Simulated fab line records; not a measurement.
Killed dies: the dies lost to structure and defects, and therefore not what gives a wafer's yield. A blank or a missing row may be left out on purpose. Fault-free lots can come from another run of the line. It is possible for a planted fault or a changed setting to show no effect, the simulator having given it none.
Which of the tools did it? || flow nand harc || 35 wafers from 12 lots sampled at 5 of the route's 1302 steps

== WHAT THE GAUGES SHOWED, per wafer ==
NHARC_END_SORT_01.
{"lot": "L568", "measured": "day 33 06:24", "on": "prober-02", "killed at array": "672 76 57", "killed at other": "0 0 0", "killed at periphery": "5 6 3", "killed dies": "677 82 60", "killed open": "8 4 1", "killed short": "3 0 0"}
{"lot": "L567", "measured": "day 33 14:14", "on": "prober-02", "killed at array": "672 37", "killed at other": "1 6", "killed at periphery": "3 8", "killed dies": "676 51", "killed open": "1 1", "killed short": "1 4"}

== EACH LOT AND THE TOOL THAT RAN IT (in order: tool; ch and the chambers of the sampled wafers; start) ==
{"lot": "L548", "NHARC_A_STAIRCASE_ETCH_13": "rie diel-05 ch 2,3, day 15 20:19 or earlier", "NHARC_A_STAIRCASE_ETCH_15": "rie diel-05 ch 0,3, day 15 20:19 or earlier", "NHARC_A_STAIRCASE_ETCH_19": "rie diel-05 ch 0,3, day 15 20:19", "NHARC_A_STAIRCASE_TRIM_22": "rie diel-13 ch 0,1, day 15 21:02"}
{"lot": "L552", "NHARC_A_STAIRCASE_ETCH_13": "rie diel-13 ch 0,1,2, day 17 01:55 or earlier", "NHARC_A_STAIRCASE_ETCH_15": "rie diel-13 ch 0,1,2, day 17 01:55 or earlier", "NHARC_A_STAIRCASE_ETCH_19": "rie diel-13 ch 0,1, day 17 01:55", "NHARC_A_STAIRCASE_TRIM_22": "rie diel-13 ch 0,1,2, no start"}
{"lot": "L553", "NHARC_A_STAIRCASE_ETCH_13": "rie diel-01 ch 0,1, day 18 05:18 or earlier", "NHARC_A_STAIRCASE_ETCH_15": "rie diel-01 ch 0,1,2, day 18 05:18 or earlier", "NHARC_A_STAIRCASE_ETCH_19": "rie diel-01 ch 1,2, day 18 05:18", "NHARC_A_STAIRCASE_TRIM_22": "rie diel-01 ch 2,3, no start"}
{"lot": "L555", "NHARC_A_STAIRCASE_ETCH_13": "rie diel-05 ch 0,1,3, day 18 12:47 or earlier", "NHARC_A_STAIRCASE_ETCH_15": "rie diel-05 ch 0,1,2, day 18 12:47 or earlier", "NHARC_A_STAIRCASE_ETCH_19": "rie diel-05 ch 0,2,3, day 18 12:47", "NHARC_A_STAIRCASE_TRIM_22": "rie diel-05 ch 1,2,3, no start"}
{"lot": "L556", "NHARC_A_STAIRCASE_ETCH_13": "rie diel-05 ch 1,2,3, day 19 14:50 or earlier", "NHARC_A_STAIRCASE_ETCH_15": "rie diel-05 ch 0,1,3, day 19 14:50 or earlier", "NHARC_A_STAIRCASE_ETCH_19": "rie diel-05 ch 0,2,3, day 19 14:50", "NHARC_A_STAIRCASE_TRIM_22": "rie diel-05 ch 0,2,3, no start"}
{"lot": "L557", "NHARC_A_STAIRCASE_ETCH_13": "rie diel-13 ch 0,1,3, day 19 17:30 or earlier", "NHARC_A_STAIRCASE_ETCH_15": "rie diel-13 ch 0,1,3, day 19 17:30 or earlier", "NHARC_A_STAIRCASE_ETCH_19": "rie diel-13 ch 0,1,3, day 19 17:30", "NHARC_A_STAIRCASE_TRIM_22": "rie diel-05 ch 0,1,3, no start"}
{"lot": "L559", "NHARC_A_STAIRCASE_ETCH_13": "rie diel-01 ch 1,2, day 20 10:19 or earlier", "NHARC_A_STAIRCASE_ETCH_15": "rie diel-01 ch 0,1,2, day 20 10:19 or earlier", "NHARC_A_STAIRCASE_ETCH_19": "rie diel-01 ch 1,2, day 20 10:19", "NHARC_A_STAIRCASE_TRIM_22": "rie diel-01 ch 0,1, no start"}
{"lot": "L560", "NHARC_A_STAIRCASE_ETCH_13": "rie diel-05 ch 1,2, day 20 10:29 or earlier", "NHARC_A_STAIRCASE_ETCH_15": "rie diel-05 ch 1,2, day 20 10:29 or earlier", "NHARC_A_STAIRCASE_ETCH_19": "rie diel-05 ch 1,2, day 20 10:29", "NHARC_A_STAIRCASE_TRIM_22": "rie diel-05 ch 2,3, no start"}
{"lot": "L565", "NHARC_A_STAIRCASE_ETCH_13": "rie diel-13 ch 1,2, day 23 05:47 or earlier", "NHARC_A_STAIRCASE_ETCH_15": "rie diel-13 ch 0,1, day 23 05:47 or earlier", "NHARC_A_STAIRCASE_ETCH_19": "rie diel-13 ch 0,3, day 23 05:47", "NHARC_A_STAIRCASE_TRIM_22": "rie diel-13 ch 0,1,2, no start"}
{"lot": "L568", "NHARC_A_STAIRCASE_ETCH_13": "rie diel-05 ch 1,2, day 24 07:02 or earlier", "NHARC_A_STAIRCASE_ETCH_15": "rie diel-05 ch 1,2,3, day 24 07:02 or earlier", "NHARC_A_STAIRCASE_ETCH_19": "rie diel-05 ch 0,2,3, day 24 07:02", "NHARC_A_STAIRCASE_TRIM_22": "rie diel-13 ch 0,1, day 33 06:24 or earlier"}
{"lot": "L567", "NHARC_A_STAIRCASE_ETCH_13": "rie diel-05 ch 1,2, day 24 08:42 or earlier", "NHARC_A_STAIRCASE_ETCH_15": "rie diel-05 ch 1,3, day 24 08:42 or earlier", "NHARC_A_STAIRCASE_ETCH_19": "rie diel-05 ch 0,1, day 24 08:42", "NHARC_A_STAIRCASE_TRIM_22": "rie diel-05 ch 0,3, day 33 14:14 or earlier"}
{"lot": "L571", "NHARC_A_STAIRCASE_ETCH_13": "rie diel-01 ch 0,1,2, day 25 18:11 or earlier", "NHARC_A_STAIRCASE_ETCH_15": "rie diel-01 ch 0,2, day 25 18:11 or earlier", "NHARC_A_STAIRCASE_ETCH_19": "rie diel-01 ch 1,2, day 25 18:11", "NHARC_A_STAIRCASE_TRIM_22": "rie diel-01 ch 0,1,2, no start"}
- NHARC_A_STAIRCASE_ETCH_13: etches the open film in C4F8/O2, target depth 100 nm, time 40.5 s.
- NHARC_A_STAIRCASE_ETCH_15: etches the open film in C4F8/O2, target depth 100 nm, time 40.5 s.
- NHARC_A_STAIRCASE_ETCH_19: etches the open film in C4F8/O2, target depth 100 nm, time 40.5 s.
- NHARC_A_STAIRCASE_TRIM_22: chemistry O2, time 211.2 s.

== AS READ BY THE TOOLS THEMSELVES (means over the sampled wafers that have a number; for cases with no such wafer, the mark the record gives instead) ==
NHARC_A_STAIRCASE_ETCH_13.
{"lot": "L548", "tool": "rie diel-05", "oes product au (a.u.)": 0.945, "rf vpp V (V)": 892, "run length s (s)": 62.0}
{"lot": "L552", "tool": "rie diel-13", "oes product au (a.u.)": 0.946, "rf vpp V (V)": 892, "run length s (s)": 62.1}
{"lot": "L553", "tool": "rie diel-01", "oes product au (a.u.)": 0.949, "rf vpp V (V)": 899, "run length s (s)": 61.5}
{"lot": "L555", "tool": "rie diel-05", "oes product au (a.u.)": 0.951, "rf vpp V (V)": 897, "run length s (s)": 61.4}
{"lot": "L556", "tool": "rie diel-05", "oes product au (a.u.)": 0.926, "rf vpp V (V)": 892, "run length s (s)": 61.6}
{"lot": "L557", "tool": "rie diel-13", "oes product au (a.u.)": 0.926, "rf vpp V (V)": 892, "run length s (s)": 62.3}
{"lot": "L559", "tool": "rie diel-01", "oes product au (a.u.)": 0.939, "rf vpp V (V)": 903, "run length s (s)": 62.0}
{"lot": "L560", "tool": "rie diel-05", "oes product au (a.u.)": 0.929, "rf vpp V (V)": 888, "run length s (s)": 61.7}
{"lot": "L565", "tool": "rie diel-13", "oes product au (a.u.)": 0.948, "rf vpp V (V)": 894, "run length s (s)": 61.7}
{"lot": "L568", "tool": "rie diel-05", "oes product au (a.u.)": 0.945, "rf vpp V (V)": 888, "run length s (s)": 61.9}
{"lot": "L567", "tool": "rie diel-05", "oes product au (a.u.)": 0.935, "rf vpp V (V)": 888, "run length s (s)": 61.7}
{"lot": "L571", "tool": "rie diel-01", "oes product au (a.u.)": 0.946, "rf vpp V (V)": 901, "run length s (s)": 61.9}

NHARC_A_STAIRCASE_ETCH_15.
{"lot": "L548", "tool": "rie diel-05", "oes product au (a.u.)": 0.971, "rf vpp V (V)": 902, "run length s (s)": 61.6}
{"lot": "L552", "tool": "rie diel-13", "oes product au (a.u.)": 0.944, "rf vpp V (V)": 892, "run length s (s)": 61.9}
{"lot": "L553", "tool": "rie diel-01", "oes product au (a.u.)": 0.953, "rf vpp V (V)": 901, "run length s (s)": 61.9}
{"lot": "L555", "tool": "rie diel-05", "oes product au (a.u.)": 0.944, "rf vpp V (V)": 895, "run length s (s)": 61.9}
{"lot": "L556", "tool": "rie diel-05", "oes product au (a.u.)": 0.945, "rf vpp V (V)": 897, "run length s (s)": 61.6}
{"lot": "L557", "tool": "rie diel-13", "oes product au (a.u.)": 0.925, "rf vpp V (V)": 891, "run length s (s)": 61.9}
{"lot": "L559", "tool": "rie diel-01", "oes product au (a.u.)": 0.938, "rf vpp V (V)": 901, "run length s (s)": 61.7}
{"lot": "L560", "tool": "rie diel-05", "oes product au (a.u.)": 0.939, "rf vpp V (V)": 888, "run length s (s)": 62.3}
{"lot": "L565", "tool": "rie diel-13", "oes product au (a.u.)": 0.937, "rf vpp V (V)": 889, "run length s (s)": 61.5}
{"lot": "L568", "tool": "rie diel-05", "oes product au (a.u.)": 0.952, "rf vpp V (V)": 891, "run length s (s)": 61.8}
{"lot": "L567", "tool": "rie diel-05", "oes product au (a.u.)": 0.929, "rf vpp V (V)": 894, "run length s (s)": 61.5}
{"lot": "L571", "tool": "rie diel-01", "oes product au (a.u.)": 0.941, "rf vpp V (V)": 900, "run length s (s)": 61.6}

NHARC_A_STAIRCASE_ETCH_19.
{"lot": "L548", "tool": "rie diel-05", "oes product au (a.u.)": 0.954, "rf vpp V (V)": 902, "run length s (s)": 61.4}
{"lot": "L552", "tool": "rie diel-13", "oes product au (a.u.)": 0.940, "rf vpp V (V)": 890, "run length s (s)": 62.3}
{"lot": "L553", "tool": "rie diel-01", "oes product au (a.u.)": 0.954, "rf vpp V (V)": 903, "run length s (s)": 62.0}
{"lot": "L555", "tool": "rie diel-05", "oes product au (a.u.)": 0.953, "rf vpp V (V)": 897, "run length s (s)": 61.8}
{"lot": "L556", "tool": "rie diel-05", "oes product au (a.u.)": 0.930, "rf vpp V (V)": 897, "run length s (s)": 61.8}
{"lot": "L557", "tool": "rie diel-13", "oes product au (a.u.)": 0.917, "rf vpp V (V)": 891, "run length s (s)": 62.1}
{"lot": "L559", "tool": "rie diel-01", "oes product au (a.u.)": 0.948, "rf vpp V (V)": 903, "run length s (s)": 61.9}
{"lot": "L560", "tool": "rie diel-05", "oes product au (a.u.)": 0.940, "rf vpp V (V)": 888, "run length s (s)": 62.0}
{"lot": "L565", "tool": "rie diel-13", "oes product au (a.u.)": 0.947, "rf vpp V (V)": 890, "run length s (s)": 62.1}
{"lot": "L568", "tool": "rie diel-05", "oes product au (a.u.)": 0.935, "rf vpp V (V)": 896, "run length s (s)": 65.9}
{"lot": "L567", "tool": "rie diel-05", "oes product au (a.u.)": 0.944, "rf vpp V (V)": 896, "run length s (s)": 68.2}
{"lot": "L571", "tool": "rie diel-01", "oes product au (a.u.)": 0.939, "rf vpp V (V)": 903, "run length s (s)": 61.8}

NHARC_A_STAIRCASE_TRIM_22.
{"lot": "L548", "tool": "rie diel-13", "drypump motor current A (A)": 5.4, "oes product au (a.u.)": 0.994, "rf vpp V (V)": 57.7, "showerhead plenum p Torr (Torr)": 3.36, "throttle valve pct (%)": 17.031}
{"lot": "L552", "tool": "rie diel-13", "drypump motor current A (A)": 5.5, "oes product au (a.u.)": 0.994, "rf vpp V (V)": 57.9, "showerhead plenum p Torr (Torr)": 3.41, "throttle valve pct (%)": 17.033}
{"lot": "L553", "tool": "rie diel-01", "drypump motor current A (A)": 5.7, "oes product au (a.u.)": 1.010, "rf vpp V (V)": 59.2, "showerhead plenum p Torr (Torr)": 3.66, "throttle valve pct (%)": 17.043}
{"lot": "L555", "tool": "rie diel-05", "drypump motor current A (A)": 5.6, "oes product au (a.u.)": 0.995, "rf vpp V (V)": 57.9, "showerhead plenum p Torr (Torr)": 3.43, "throttle valve pct (%)": 17.031}
{"lot": "L556", "tool": "rie diel-05", "drypump motor current A (A)": 5.7, "oes product au (a.u.)": 1.000, "rf vpp V (V)": 58.3, "showerhead plenum p Torr (Torr)": 3.56, "throttle valve pct (%)": 17.047}
{"lot": "L557", "tool": "rie diel-05", "drypump motor current A (A)": 5.4, "oes product au (a.u.)": 1.002, "rf vpp V (V)": 58.9, "showerhead plenum p Torr (Torr)": 3.58, "throttle valve pct (%)": 17.038}
{"lot": "L559", "tool": "rie diel-01", "drypump motor current A (A)": 5.6, "oes product au (a.u.)": 1.007, "rf vpp V (V)": 57.8, "showerhead plenum p Torr (Torr)": 3.60, "throttle valve pct (%)": 17.032}
{"lot": "L560", "tool": "rie diel-05", "drypump motor current A (A)": 5.6, "oes product au (a.u.)": 0.992, "rf vpp V (V)": 57.9, "showerhead plenum p Torr (Torr)": 3.51, "throttle valve pct (%)": 17.036}
{"lot": "L565", "tool": "rie diel-13", "drypump motor current A (A)": 5.5, "oes product au (a.u.)": 0.995, "rf vpp V (V)": 56.9, "showerhead plenum p Torr (Torr)": 3.39, "throttle valve pct (%)": 17.032}
{"lot": "L568", "tool": "rie diel-13", "drypump motor current A (A)": 5.4, "oes product au (a.u.)": 0.996, "rf vpp V (V)": 56.9, "showerhead plenum p Torr (Torr)": 3.36, "throttle valve pct (%)": 17.045}
{"lot": "L567", "tool": "rie diel-05", "drypump motor current A (A)": 5.4, "oes product au (a.u.)": 1.003, "rf vpp V (V)": 57.8, "showerhead plenum p Torr (Torr)": 3.67, "throttle valve pct (%)": 17.038}
{"lot": "L571", "tool": "rie diel-01", "drypump motor current A (A)": 5.9, "oes product au (a.u.)": 1.002, "rf vpp V (V)": 58.1, "showerhead plenum p Torr (Torr)": 3.65, "throttle valve pct (%)": 17.035}

== THE ANSWER, worked out from the rows above alone ==
Rule: what is usual is taken from the lots themselves. The widest of any qualifying gaps counts: lots, ordered by their means at a reading, are off when they make up no more than a third of the lots, leave a main group of 4 or more, and stand apart from it by 3 or more times the standard deviation of that group's means. A main group whose means are all the same, to the digits that the tables above print for the reading, isn't used. A lot without any number at a reading at which 4 lots or more have one is off too. Any other lot the step has rows for is counted as sound. The gauges are gone through in route order, then the tools' own readings, and for those a lot's mean is taken as printed above. The first step at which some lot is off is used, and at that step the reading that is off furthest; a lot without a number counts as furthest.
Off, at NHARC_A_STAIRCASE_ETCH_19 on run length s: L568, L567. For the main group the mean is 61.9 s and the standard deviation 0.23.
If a tool, at that step or one of the process steps before it, ran each lot that is off and ran no sound lot following the first of them, it fits. NHARC_A_STAIRCASE_ETCH_13 gives no start for some lots, so the hours and the order of its lots are those of NHARC_A_STAIRCASE_ETCH_19. NHARC_A_STAIRCASE_ETCH_15 gives no start for some lots, so the hours and the order of its lots are those of NHARC_A_STAIRCASE_ETCH_19. One candidate fits, namely rie diel-05 at NHARC_A_STAIRCASE_ETCH_13 and NHARC_A_STAIRCASE_ETCH_15 and NHARC_A_STAIRCASE_ETCH_19. At NHARC_A_STAIRCASE_ETCH_13 its last sound lot is L560 (day 20 10:29), its first lot that is off L568 (day 24 07:02): a fault that began between those two fits.

== WHAT THE SIMULATOR PUT IN ==
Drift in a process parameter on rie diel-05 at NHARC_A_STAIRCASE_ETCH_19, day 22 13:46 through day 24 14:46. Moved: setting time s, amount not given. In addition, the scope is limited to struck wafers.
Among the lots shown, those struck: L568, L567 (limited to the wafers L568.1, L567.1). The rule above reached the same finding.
